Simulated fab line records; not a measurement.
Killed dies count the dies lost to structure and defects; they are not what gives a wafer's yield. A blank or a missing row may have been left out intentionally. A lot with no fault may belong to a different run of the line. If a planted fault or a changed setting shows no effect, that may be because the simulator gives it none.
Chamber matching    flow n5Finfet    N5_FIN_SAQP_HM_DEP_72 on pecvd-01: 3 sister chambers
The step deposits SiO2 from SiH4/N2O, target thk 12 nm, time 7.2 s. 6 wafers are shown with their chamber, then 10 later ones without.

== EACH WAFER AND ITS CHAMBER ==
wafer   chamber  showerheadPlenumPTorr (Torr)  heaterPowerW (W)
L077.4  1        8.29                          797
L084.4  1        8.31                          773
L084.5  2        8.17                          874
L084.6  0        8.07                          738
L091.1  2        8.16                          895
L091.2  0        8.06                          684

== WAFERS WHOSE CHAMBER IS MISSING ==
wafer   showerheadPlenumPTorr (Torr)  heaterPowerW (W)
L091.3  8.28                          735
L092.1  8.09                          705
L092.2  8.19                          818
L092.5  8.29                          813
L095.4  8.09                          781
L095.5  8.29                          724
L095.6  8.16                          887
L097.3  8.07                          779
L097.4  8.07                          764
L097.5  8.29                          774

== WHICH CHAMBER EACH ONE RAN IN ==
wafer   from the rows above  in truth
L091.3  1                    1
L092.1  0                    0
L092.2  2                    2
L092.5  1                    1
L095.4  0                    0
L095.5  1                    1
L095.6  2                    2
L097.3  0                    0
L097.4  0                    0
L097.5  1                    1
Correctly placed: 10 of 10. Number that these rows cannot place: 0. Number placed wrongly: 0.
How it was worked out, from the rows above alone: a wafer's distance from a chamber is the root of the sum, over the readings, of the square of ((its reading less the chamber's mean) divided by the reading's scatter). The wafer belongs to the nearest chamber; if the next one is less than 2 further off, it can't be placed. A chamber's mean is the mean of its shown wafers. The scatter: the root of (the sum of the squares of (reading less its chamber's mean) over the shown wafers, divided by (wafers less chambers)).
